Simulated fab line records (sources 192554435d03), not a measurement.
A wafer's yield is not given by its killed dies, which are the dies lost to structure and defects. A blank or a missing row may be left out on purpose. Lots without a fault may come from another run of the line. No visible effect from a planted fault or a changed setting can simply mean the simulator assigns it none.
fab line records -- flow n5-finfet
[record] lots = 10, wafers = 30, last-day = 19
route steps=1938 shown GATE_CUT@501 MOL_CONTACT_COAG@523 BEOL_M4@1111 PASSIVATION@1936
lots that met no fault: taken from a fault-free run of the same line
start-h: the number of hours between the record's first day and the start of the first shown wafer of the lot -- wait-h: how many hours have passed since the lot's step before this one -- " unchanged from the row above -- L1.1+2: a single row standing in for several wafers -- - either no value or no given start -- * or withheld: withheld -- < > ~ a bound
route shown NAME@n: a module of which the file shows steps, and the number in the route of the first -- usual: mean/standard deviation of fault-free wafers -- same: alike in all rows -- chamber/n: place in a boat -- sites: each site's reading -- _std_site: standard deviation across them -- _edge_site: the outer-site mean with the inner-site mean subtracted -- radius-mm: how far each site lies from the wafer's centre -- mask NAME#n: copy n -- behind: the last tool/chamber to shape the wafer -- hold: reason for holding the lot/hours on hold/outcome of the hold -- device: names the non-switching transistor (n, p or np) -- end of line: tests run on the same wafers once the route is complete -- for a step that has no rows: nothing shown but its recipe -- killed: dies that structure and defects cost at the first sort, which is not the same as the wafer's yield -- map: dies across one wafer; x = killed, . = not, _ = none there
set.NAME: the setting the step ran with; set.NAME@STEP: the setting that earlier step ran with -- model.NAME: the simulator's own value behind a step, which no gauge read
one table for each step of the route and one row for each wafer, over a sample of lots
services: a tool's chamber out of use, with start hour (start-h, from the record's first day; less than 0 if before it), hours out, and reason
[[steps]]
[step N5_GATE_CUT_CUT_ETCH_54]
[recipe] chemistry = Cl2/BCl3, target = TiN, mask-material = SiO2, target-depth-a = 967, pressure-mtorr = 10, icp-w = 1000, bias-w = 126, Cl2_flow_sccm = 53.25, bcl3-flow-sccm = 21.75, Ar_flow_sccm = 25, ends = cleared
[usual] drypump-motor-current-A = 5.8/0.3, etch-rf-on-time-s = 36.5/0.88, mfc-cl2-sccm = 53.24/0.16, oes-product-au = 0.70/0.11, throttle-valve-pct = 22.27/0.27
lot.wafer,tool,chamber,start-h,wait-h,drypump-motor-current-A,etch-rf-on-time-s,mfc-cl2-sccm,oes-product-au,rf-hours-counter-h,throttle-valve-pct
L614.1,rie-metal-03,1,88.66,0.0,6.2,35.6,53.20,0.56,119,22.38
L614.3,rie-metal-03,1,88.66,0.0,6.2,35.7,53.17,0.56,-,22.39
L614.5,rie-metal-03,1,88.66,0.0,6.2,35.6,53.26,0.56,-,22.40
L615.2,rie-metal-01,1,94.68,0.0,5.2,36.0,53.11,0.74,28,22.19
L615.4,rie-metal-01,0,94.68,0.0,5.8,37.0,53.33,0.56,-,22.68
L615.5,rie-metal-01,0,94.68,0.0,5.8,37.1,53.06,0.56,-,22.70
L616.3,rie-metal-02,1,95.67,0.0,5.7,35.7,53.27,0.86,-,22.13
L616.4,rie-metal-02,0,95.67,0.0,5.9,36.6,53.19,0.74,-,21.76
L616.6,rie-metal-02,0,95.67,0.0,5.9,36.7,53.04,0.74,-,21.76
L620.2,rie-metal-01,0,120.76,0.0,5.8,37.1,53.27,0.55,118,22.71
L620.3,rie-metal-01,0,120.76,0.0,5.8,36.6,53.25,0.56,-,22.68
L620.4,rie-metal-01,1,120.76,0.0,5.1,36.0,53.35,0.73,-,22.19
L622.2,rie-metal-02,1,131.37,0.0,5.6,35.5,53.28,0.83,4,22.11
L622.3,rie-metal-02,0,131.37,0.0,5.9,37.2,52.98,0.72,-,21.78
L622.4,rie-metal-02,1,131.37,0.0,5.6,35.9,53.21,0.83,-,22.14
L621.2,rie-metal-03,1,132.15,0.0,6.2,36.0,53.39,0.55,123,22.41
L621.3,rie-metal-03,1,132.15,0.0,6.1,35.8,53.29,0.56,-,22.40
L621.5,rie-metal-03,0,132.15,0.0,6.0,37.7,53.52,0.80,-,22.27
L623.1,rie-metal-03,1,137.00,0.0,6.1,35.6,53.32,0.55,124,22.41
L623.2,rie-metal-03,0,137.00,0.0,6.0,37.8,53.25,0.79,11,22.26
L623.4,rie-metal-03,0,137.00,0.0,5.9,37.7,53.28,0.80,-,22.26
L630.1,rie-metal-01,0,184.29,0.0,5.8,36.6,53.28,0.54,124,22.68
L630.3,rie-metal-01,0,184.29,0.0,5.8,36.9,53.36,0.55,-,22.69
L630.6,rie-metal-01,1,184.29,0.0,5.1,35.8,53.59,0.72,-,22.20
L635.2,rie-metal-03,1,213.52,0.0,6.1,35.6,53.20,0.54,132,22.43
L635.5,rie-metal-03,1,213.52,0.0,6.1,35.5,53.25,0.54,-,22.44
L635.6,rie-metal-03,0,213.52,0.0,5.9,37.6,53.20,0.76,-,22.28
L637.1,rie-metal-02,0,233.50,0.0,5.9,36.3,53.34,0.71,36,21.79
L637.3,rie-metal-02,0,233.50,0.0,5.9,36.7,53.31,0.71,-,21.80
L637.6,rie-metal-02,1,233.50,0.0,5.7,35.2,53.33,0.80,-,22.14
[step N5_GATE_CUT_VAPOR_ETCH_48]
[recipe] chemistry = BCl3/Cl2, target = TiN, mode = isotropic
[usual] drypump-motor-current-A = 5.8/0.31, oes-product-au = 0.77/0.12
lot.wafer,tool,chamber,start-h,wait-h,drypump-motor-current-A,oes-product-au
L614.1,rie-metal-03,1,88.78,0.0,6.2,0.60
L614.3,rie-metal-03,1,88.78,0.0,6.2,0.60
L614.5,rie-metal-03,1,88.78,0.0,6.1,0.60
L615.2,rie-metal-01,1,94.80,0.0,5.1,0.82
L615.4,rie-metal-01,0,94.80,0.0,5.8,0.62
L615.5,rie-metal-01,0,94.80,0.0,5.8,0.62
L616.3,rie-metal-02,1,95.78,0.0,5.6,0.96
L616.4,rie-metal-02,0,95.78,0.0,5.9,0.80
L616.6,rie-metal-02,0,95.78,0.0,6.0,0.81
L620.2,rie-metal-01,0,120.88,0.0,5.8,0.63
L620.3,rie-metal-01,0,120.88,0.0,5.8,0.63
L620.4,rie-metal-01,1,120.88,0.0,5.1,0.82
L622.2,rie-metal-02,1,131.49,0.0,5.7,0.93
L622.3,rie-metal-02,0,131.49,0.0,5.9,0.80
L622.4,rie-metal-02,1,131.49,0.0,5.6,0.93
L621.2,rie-metal-03,1,132.27,0.0,6.1,0.60
L621.3,rie-metal-03,1,132.27,0.0,6.1,0.60
L621.5,rie-metal-03,0,132.27,0.0,6.0,0.89
L623.1,rie-metal-03,1,137.12,0.0,6.2,0.59
L623.2,rie-metal-03,0,137.12,0.0,6.0,0.90
L623.4,rie-metal-03,0,137.12,0.0,6.0,0.89
L630.1,rie-metal-01,0,184.41,0.0,5.9,0.61
L630.3,rie-metal-01,0,184.41,0.0,5.8,0.62
L630.6,rie-metal-01,1,184.41,0.0,5.1,0.80
L635.2,rie-metal-03,1,213.64,0.0,6.2,0.59
L635.5,rie-metal-03,1,213.64,0.0,6.2,0.58
L635.6,rie-metal-03,0,213.64,0.0,6.0,0.86
L637.1,rie-metal-02,0,233.62,0.0,5.9,0.75
L637.3,rie-metal-02,0,233.62,0.0,5.9,0.75
L637.6,rie-metal-02,1,233.62,0.0,5.6,0.86
[step N5_GATE_CUT_VAPOR_ETCH_49]
[recipe] chemistry = BCl3/Cl2, target = TiAlC, mode = isotropic
[usual] drypump-motor-current-A = 5.8/0.3, oes-product-au = 0.77/0.12
lot.wafer,tool,chamber,start-h,wait-h,drypump-motor-current-A,oes-product-au
L614.1,rie-metal-03,1,88.81,0.0,6.2,0.61
L614.3,rie-metal-03,1,88.81,0.0,6.1,0.61
L614.5,rie-metal-03,1,88.81,0.0,6.1,0.60
L615.2,rie-metal-01,1,94.83,0.0,5.2,0.82
L615.4,rie-metal-01,0,94.83,0.0,5.8,0.62
L615.5,rie-metal-01,0,94.83,0.0,5.9,0.62
L616.3,rie-metal-02,1,95.81,0.0,5.6,0.96
L616.4,rie-metal-02,0,95.81,0.0,5.9,0.81
L616.6,rie-metal-02,0,95.81,0.0,5.9,0.81
L620.2,rie-metal-01,0,120.91,0.0,5.8,0.62
L620.3,rie-metal-01,0,120.91,0.0,5.8,0.63
L620.4,rie-metal-01,1,120.91,0.0,5.2,0.82
L622.2,rie-metal-02,1,131.52,0.0,5.6,0.93
L622.3,rie-metal-02,0,131.52,0.0,6.0,0.79
L622.4,rie-metal-02,1,131.52,0.0,5.6,0.92
L621.2,rie-metal-03,1,132.30,0.0,6.2,0.59
L621.3,rie-metal-03,1,132.30,0.0,6.2,0.60
L621.5,rie-metal-03,0,132.30,0.0,6.0,0.90
L623.1,rie-metal-03,1,137.15,0.0,6.1,0.59
L623.2,rie-metal-03,0,137.15,0.0,6.0,0.90
L623.4,rie-metal-03,0,137.15,0.0,5.9,0.89
L630.1,rie-metal-01,0,184.44,0.0,5.8,0.61
L630.3,rie-metal-01,0,184.44,0.0,5.8,0.62
L630.6,rie-metal-01,1,184.44,0.0,5.1,0.80
L635.2,rie-metal-03,1,213.67,0.0,6.1,0.58
L635.5,rie-metal-03,1,213.67,0.0,6.0,0.58
L635.6,rie-metal-03,0,213.67,0.0,6.0,0.85
L637.1,rie-metal-02,0,233.65,0.0,5.9,0.76
L637.3,rie-metal-02,0,233.65,0.0,5.9,0.77
L637.6,rie-metal-02,1,233.65,0.0,5.7,0.87
[step N5_MOL_CONTACT_COAG_EXPOSE_05]
[recipe] mask-id = CA, na = 0.33, source-shape = annular, sigma-inner = 0.4, sigma-outer = 0.8, polarization = unpolarized, defocus-nm = 0, dose-mj = 38.25
[usual] exposure-dose-mJ-cm2 = 38.20/0.045, focus-offset-nm = 0.0/0.55
[same] na = 0.33, sigma-outer = 0.8
lot.wafer,tool,chamber,start-h,wait-h,mask,exposure-dose-mJ-cm2,focus-offset-nm
L614.1,euv-scanner-02,0,91.76,-,CA#0,38.15,0.0
L614.3,euv-scanner-02,0,91.76,-,CA#0,38.22,0.0
L614.5,euv-scanner-02,0,91.76,-,CA#0,38.16,-0.3
L615.2,euv-scanner-02,0,98.31,-,CA#0,38.21,0.1
L615.4,euv-scanner-02,0,98.31,-,CA#0,38.22,0.6
L615.5,euv-scanner-02,0,98.31,-,CA#0,38.26,-0.3
L616.3,euv-scanner-01,0,98.87,-,CA#0,38.26,0.0
L616.4,euv-scanner-01,0,98.87,-,CA#0,38.27,0.0
L616.6,euv-scanner-01,0,98.87,-,CA#0,38.22,0.0
L620.2,euv-scanner-02,0,124.04,-,CA#0,38.18,-0.2
L620.3,euv-scanner-02,0,124.04,-,CA#0,38.13,-0.2
L620.4,euv-scanner-02,0,124.04,-,CA#0,38.19,-0.8
L622.2,euv-scanner-02,0,134.45,-,CA#0,34.12,1.2
L622.3,euv-scanner-02,0,134.45,-,CA#0,34.10,-0.1
L622.4,euv-scanner-02,0,134.45,-,CA#0,34.10,0.3
L621.2,euv-scanner-02,0,135.25,-,CA#0,34.88,0.8
L621.3,euv-scanner-02,0,135.25,-,CA#0,34.95,0.9
L621.5,euv-scanner-02,0,135.25,-,CA#0,34.95,0.5
L623.1,euv-scanner-02,0,140.08,-,CA#0,35.56,-0.7
L623.2,euv-scanner-02,0,140.08,-,CA#0,35.62,-0.4
L623.4,euv-scanner-02,0,140.08,-,CA#0,35.61,-0.3
L630.1,euv-scanner-01,0,187.49,-,CA#0,38.20,-0.4
L630.3,euv-scanner-01,0,187.49,-,CA#0,38.24,-0.1
L630.6,euv-scanner-01,0,187.49,-,CA#0,38.25,-0.5
L635.2,euv-scanner-01,0,216.74,-,CA#0,38.25,-0.8
L635.5,euv-scanner-01,0,216.74,-,CA#0,38.22,-0.7
L635.6,euv-scanner-01,0,216.74,-,CA#0,38.23,-0.2
L637.1,euv-scanner-01,0,236.72,-,CA#0,38.22,-0.3
L637.3,euv-scanner-01,0,236.72,-,CA#0,38.25,-0.6
L637.6,euv-scanner-01,0,236.72,-,CA#0,38.22,-0.3
[step N5_MOL_CONTACT_COAG_CD_MEAS_08]
[recipe] target-cd-nm = 28, landing-energy-ev = 500, detector = se-inlens, polarity = opening
[usual] cd-nm = 27.97/0.22
[same] landing-energy-ev = 500
lot.wafer,tool,chamber,start-h,wait-h,cd-nm
L614.1,cd-sem-03,0,91.89,-,28.05
L614.3,cd-sem-03,0,91.89,-,27.45
L614.5,cd-sem-03,0,91.89,-,27.89
L615.2,cd-sem-01,0,98.43,-,27.88
L615.4,cd-sem-01,0,98.43,-,28.26
L615.5,cd-sem-01,0,98.43,-,28.19
L616.3,cd-sem-03,0,98.99,-,27.60
L616.4,cd-sem-03,0,98.99,-,28.23
L616.6,cd-sem-03,0,98.99,-,27.94
L620.2,cd-sem-01,0,124.17,-,27.66
L620.3,cd-sem-01,0,124.17,-,27.91
L620.4,cd-sem-01,0,124.17,-,27.53
L622.2,cd-sem-01,0,134.58,-,25.15
L622.3,cd-sem-01,0,134.58,-,25.14
L622.4,cd-sem-01,0,134.58,-,25.37
L621.2,cd-sem-02,0,135.38,-,25.71
L621.3,cd-sem-02,0,135.38,-,26.16
L621.5,cd-sem-02,0,135.38,-,25.59
L623.1,cd-sem-03,0,140.21,-,26.36
L623.2,cd-sem-03,0,140.21,-,26.61
L623.4,cd-sem-03,0,140.21,-,26.02
L630.1,cd-sem-03,0,187.62,-,27.92
L630.3,cd-sem-03,0,187.62,-,28.17
L630.6,cd-sem-03,0,187.62,-,28.08
L635.2,cd-sem-01,0,216.86,-,27.70
L635.5,cd-sem-01,0,216.86,-,27.59
L635.6,cd-sem-01,0,216.86,-,27.96
L637.1,cd-sem-02,0,236.85,-,28.07
L637.3,cd-sem-02,0,236.85,-,28.13
L637.6,cd-sem-02,0,236.85,-,27.82
[step N5_MOL_CONTACT_COAG_CD_MEAS_99]
[recipe] target-cd-nm = 17.2, polarity = opening
[usual] cd-nm = 17.1/0.36
lot.wafer,tool,chamber,start-h,wait-h,cd-nm
L614.1,cd-sem-03,-,92.41,-,16.2
L614.3,cd-sem-03,-,92.41,-,17.0
L614.5,cd-sem-03,-,92.41,-,17.0
L615.2,cd-sem-01,-,98.95,-,16.9
L615.4,cd-sem-01,-,98.95,-,17.4
L615.5,cd-sem-01,-,98.95,-,17.6
L616.3,cd-sem-02,-,99.70,-,16.9
L616.4,cd-sem-02,-,99.70,-,17.9
L616.6,cd-sem-02,-,99.70,-,16.4
L620.2,cd-sem-01,-,124.76,-,17.1
L620.3,cd-sem-01,-,124.76,-,16.4
L620.4,cd-sem-01,-,124.76,-,17.5
L622.2,cd-sem-02,-,135.10,-,14.1
L622.3,cd-sem-02,-,135.10,-,15.2
L622.4,cd-sem-02,-,135.10,-,14.7
L621.2,cd-sem-01,-,136.59,-,14.6
L621.3,cd-sem-01,-,136.59,-,14.7
L621.5,cd-sem-01,-,136.59,-,15.3
L623.1,cd-sem-03,-,140.73,-,14.7
L623.2,cd-sem-03,-,140.73,-,15.8
L623.4,cd-sem-03,-,140.73,-,15.3
L630.1,cd-sem-02,-,189.16,-,17.1
L630.3,cd-sem-02,-,189.16,-,16.8
L630.6,cd-sem-02,-,189.16,-,17.5
L635.2,cd-sem-03,-,217.41,-,17.1
L635.5,cd-sem-03,-,217.41,-,16.9
L635.6,cd-sem-03,-,217.41,-,16.9
L637.1,cd-sem-01,-,237.73,-,17.3
L637.3,cd-sem-01,-,237.73,-,17.5
L637.6,cd-sem-01,-,237.73,-,17.8
[step N5_BEOL_M4_RC_MEAS_101]
[usual] DIBL_N = 36.3/1.9, DIBL_P = 36.0/2.1, IOFF_N = 0.16/0.031, IOFF_P = 0.21/0.035, ION_N = 675/14, ION_P = 464/8.5, RC_DENSE_N = 19.1/0.47, RC_DENSE_P = 23.8/0.59, RC_N = 15.5/0.36, RC_P = 19.4/0.48, SS_N = 71.5/0.6, SS_P = 73.3/0.72, VT_N = 250/3.2, VT_P = -250/3.1
lot.wafer,tool,chamber,start-h,wait-h,DIBL_N[mV/V],DIBL_P[mV/V],IOFF_N[nA/um],IOFF_P[nA/um],ION_N[uA/um],ION_P[uA/um],RC_DENSE_N[ohm.um],RC_DENSE_P[ohm.um],RC_N[ohm.um],RC_P[ohm.um],SS_N[mV/dec],SS_P[mV/dec],VT_N[mV],VT_P[mV]
L614.1,prober-02,0,162.43,0.0,37.9,38.3,0.19,0.27,683,472,19.8,24.8,16.0,20.2,71.8,74.1,247,-245
L614.3,prober-02,0,162.43,0.0,38.2,39.7,0.21,0.31,705,484,19.2,24.4,15.6,19.7,71.7,74.4,245,-244
L614.5,prober-02,0,162.43,0.0,37.5,38.2,0.19,0.27,688,470,19.2,24.0,15.8,19.8,71.7,74.0,245,-246
L615.2,prober-02,0,173.52,0.2,33.9,34.2,0.12,0.18,658,458,19.4,24.2,15.7,19.6,71.0,72.4,252,-251
L615.4,prober-02,0,173.52,0.2,36.2,36.9,0.16,0.23,668,462,19.7,24.8,15.9,19.9,71.5,73.3,250,-248
L615.5,prober-02,0,173.52,0.2,35.7,35.3,0.14,0.21,656,454,19.1,23.8,15.7,19.4,70.8,72.4,252,-249
L616.3,prober-01,0,174.19,0.3,33.5,31.3,0.11,0.14,649,443,19.4,24.0,16.1,19.7,70.3,72.5,254,-258
L616.4,prober-01,0,174.19,0.3,37.7,36.1,0.17,0.20,662,455,18.7,23.2,15.3,18.9,72.0,73.5,253,-252
L616.6,prober-01,0,174.19,0.3,34.6,32.5,0.13,0.15,664,452,19.9,24.4,16.4,20.0,71.9,72.4,253,-256
L620.2,prober-02,0,198.42,0.2,39.9,40.2,0.22,0.26,692,471,19.0,23.9,15.5,19.3,72.2,75.1,247,-246
L620.3,prober-02,0,198.42,0.2,38.3,37.8,0.18,0.23,689,473,19.9,24.9,16.2,20.2,71.7,73.6,247,-246
L620.4,prober-02,0,198.42,0.2,37.1,35.9,0.17,0.21,701,477,19.1,23.9,15.7,19.7,71.5,74.6,246,-248
L622.2,prober-01,0,202.23,0.2,33.6,31.7,0.10,0.16,660,461,23.8,29.6,19.1,24.1,70.8,71.8,257,-254
L622.3,prober-01,0,202.23,0.2,36.4,35.0,0.14,0.21,668,458,23.8,29.9,19.3,24.3,72.4,72.9,252,-248
L622.4,prober-01,0,202.23,0.2,35.0,34.1,0.12,0.20,656,458,24.0,30.0,19.6,24.3,70.9,72.1,255,-249
L621.2,prober-02,0,207.27,0.2,39.5,38.3,0.19,0.27,670,461,24.1,30.5,19.6,24.5,72.0,73.3,249,-247
L621.3,prober-02,0,207.27,0.2,39.9,38.0,0.22,0.27,667,457,22.2,28.1,18.1,22.7,72.6,73.2,247,-244
L621.5,prober-02,0,207.27,0.2,36.4,35.1,0.16,0.22,672,467,23.0,28.5,18.4,23.0,70.3,72.6,251,-247
L623.1,prober-01,0,208.91,0.0,37.2,39.2,0.19,0.23,658,449,23.5,29.5,18.9,23.8,72.9,73.5,250,-249
L623.2,prober-01,0,208.91,0.0,33.7,35.7,0.13,0.18,663,452,22.0,27.4,17.8,22.2,70.8,72.9,252,-255
L623.4,prober-01,0,208.91,0.0,30.6,31.6,0.09,0.13,635,439,22.2,27.6,17.8,22.5,70.6,72.3,256,-255
L635.2,prober-02,0,288.12,0.2,38.4,36.3,0.17,0.21,663,453,19.2,23.7,15.6,19.3,72.6,73.2,250,-250
L635.5,prober-02,0,288.12,0.2,35.6,34.7,0.12,0.19,668,464,19.3,24.1,15.8,19.7,71.1,73.2,252,-251
L635.6,prober-02,0,288.12,0.2,38.0,37.4,0.16,0.22,676,460,19.7,24.4,16.2,19.9,72.0,74.0,248,-246
L630.1,prober-02,0,295.30,0.0,39.3,40.2,0.22,0.29,696,484,19.3,23.6,15.5,19.1,72.3,74.4,246,-245
L630.3,prober-02,0,295.30,0.0,36.0,35.6,0.15,0.19,694,475,19.4,23.9,15.7,19.5,70.8,73.4,249,-251
L630.6,prober-02,0,295.30,0.0,36.2,36.0,0.15,0.20,686,472,18.5,22.8,15.1,18.6,71.5,73.3,249,-252
L637.1,prober-01,0,340.67,0.0,36.2,36.7,0.15,0.21,668,460,18.8,23.5,15.3,19.0,71.1,73.1,250,-249
L637.3,prober-01,0,340.67,0.0,36.5,36.7,0.15,0.21,668,458,19.0,23.7,15.3,19.7,70.7,73.2,251,-248
L637.6,prober-01,0,340.67,0.0,36.9,37.3,0.16,0.21,665,457,18.5,23.4,15.3,19.2,71.4,74.1,251,-250
[step N5_PASSIVATION_PROBE_49]
[usual] defect-limited-yield = 91.0/1.5, killed_at_M0_to_M3 = 32/9.6, killed_at_M4_up = 13/4.7, killed-at-contacts = 13/7.2, killed-at-front-end = 44/13, killed-at-other = 4/3.4, killed-dies = 106/18, killed-open = 70/13, killed-short = 35/8, sort_bin_5_function = 5.3/0.97, sort_bin_6_memory = 3.4/0.73, sort-n-pass = 1074/18, sort-yield-pct = 91.0/1.5
[same] gross-dies = 1180, killed-at-back-side = 0, sort_bin_4_leakage[%] = 0, sort_bin_8_speed[%] = 0
lot.wafer,tool,chamber,start-h,wait-h,defect-limited-yield[%],killed_at_M0_to_M3,killed_at_M4_up,killed-at-contacts,killed-at-front-end,killed-at-other,killed-dies,killed-open,killed-short,sort_bin_5_function[%],sort_bin_6_memory[%],sort-n-pass,sort-yield-pct[%]
L615.2,prober-01,-,258.65,0.1,90.3,38,14,19,44,0,115,74,41,5.3,3.9,1065,90.3
L615.4,prober-01,-,258.75,0.2,92.5,27,10,12,37,3,89,57,30,3.9,3.4,1091,92.5
L615.5,prober-01,-,258.80,0.2,93.0,19,13,15,35,1,83,65,18,3.6,3.2,1097,93.0
// killed by level:class
L615.2 FIN_SAQP:geometric-particle:short=14 MOL_CONTACT_COAG:geometric-particle:open=14 BEOL_M4:geometric-particle:open=10 BEOL_M2:geometric-particle:open=8 FIN_SAQP:geometric-particle:open=7 BEOL_M3:geometric-particle:open=7 GATE_CUT:geometric-particle:short=6 BEOL_M1:geometric-particle:open=6
L615.4 BEOL_M2:geometric-particle:open=15 MOL_CONTACT_COAG:geometric-particle:open=7 STI_FIN_REVEAL:geometric-particle:open=6 FIN_SAQP:geometric-particle:open=6 BEOL_M3:geometric-particle:open=6 MOL_CONTACT_COAG:geometric-particle:short=5 STARTING-WAFER:geometric-particle:short=5 FIN_SAQP:geometric-particle:short=4
L615.5 MOL_CONTACT_COAG:geometric-particle:open=13 FIN_SAQP:geometric-particle:open=12 BEOL_M4:geometric-particle:open=9 FIN_SAQP:geometric-particle:short=8 BEOL_M3:geometric-particle:open=8 BEOL_M2:geometric-particle:open=6 STI_FIN_REVEAL:geometric-particle:open=3 DUMMY_GATE:geometric-particle:open=3
[[services]]
tool,chamber,start-h,hours,kind
euv-scanner-01,-,79.97,4.6,pm
euv-scanner-02,-,92.29,1.0,pm
euv-scanner-01,-,93.31,1.0,pm
euv-scanner-01,-,120.61,5.8,pm
euv-scanner-02,-,121.77,0.3,repair
euv-scanner-02,-,125.88,0.3,repair
rie-metal-01,-,127.81,0.4,repair
rie-metal-01,1,141.82,15.0,repair
rie-metal-02,-,144.10,1.1,repair
euv-scanner-02,-,148.44,1.0,pm
euv-scanner-01,-,149.45,1.0,pm
euv-scanner-02,-,150.46,4.6,pm
rie-metal-02,-,165.01,0.2,repair
rie-metal-03,1,192.54,5.3,repair
euv-scanner-02,-,196.42,0.3,repair
rie-metal-03,-,204.44,0.5,repair
euv-scanner-02,-,204.59,1.0,pm
rie-metal-02,-,205.98,2.8,pm
rie-metal-03,1,222.54,-,clean
rie-metal-03,1,222.54,21.0,scheduled-down
rie-metal-03,1,222.54,21.0,vent-cycle
rie-metal-01,0,227.38,-,clean
rie-metal-01,0,227.38,18.4,scheduled-down
euv-scanner-02,-,232.93,17.3,pm
[[key]]
[first-sign] step = N5_MOL_CONTACT_COAG_EXPOSE_05, reading = exposure-dose-mJ-cm2, direction = down, sigmas = 75, usual = 38.20, struck = 34.88
[effect] step = N5_MOL_CONTACT_COAG_CD_MEAS_08, reading = cd-nm, direction = down, sigmas = 9.7, usual = 27.97, struck = 25.79, through = control-loop
[effect] step = N5_MOL_CONTACT_COAG_CD_MEAS_99, reading = cd-nm, direction = down, sigmas = 6.1, usual = 17.1, struck = 14.9, through = control-loop
[effect] step = N5_BEOL_M4_RC_MEAS_101, reading = RC_DENSE_N, direction = up, sigmas = 8.8, usual = 19.1, struck = 23.2
[effect] step = N5_BEOL_M4_RC_MEAS_101, reading = RC_DENSE_P, direction = up, sigmas = 8.8, usual = 23.8, struck = 29.0
[effect] step = N5_BEOL_M4_RC_MEAS_101, reading = RC_N, direction = up, sigmas = 8.8, usual = 15.5, struck = 18.7
[effect] step = N5_BEOL_M4_RC_MEAS_101, reading = RC_P, direction = up, sigmas = 8.6, usual = 19.4, struck = 23.5
met-at N5_MOL_CONTACT_COAG_EXPOSE_05
struck-lots L621,L622,L623
rows-end L621.2,L621.3,L621.5,L622.2,L622.3,L622.4,L623.1,L623.2,L623.4
[loop-trim] step = N5_MOL_CONTACT_COAG_EXPOSE_05, setting = dose, lots = L621,L623
not-acting-at N5_GATE_CUT_CUT_ETCH_54,N5_GATE_CUT_VAPOR_ETCH_48,N5_GATE_CUT_VAPOR_ETCH_49
onset-between 124.04 134.45
[fault] kind = process-parameter-drift, tool = euv-scanner-02, chamber = -, onset-h = 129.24, steps = N5_MOL_CONTACT_COAG_EXPOSE_05, channel = dose-mj, offset = -4.0577, shape = step, acts-in = these-recipes-only, stated = 38.25
// rows-end: these wafers met a further fault down the route, and their rows from its step on are left out
// loop-trim: a control loop set the setting to another value than it would have without faults
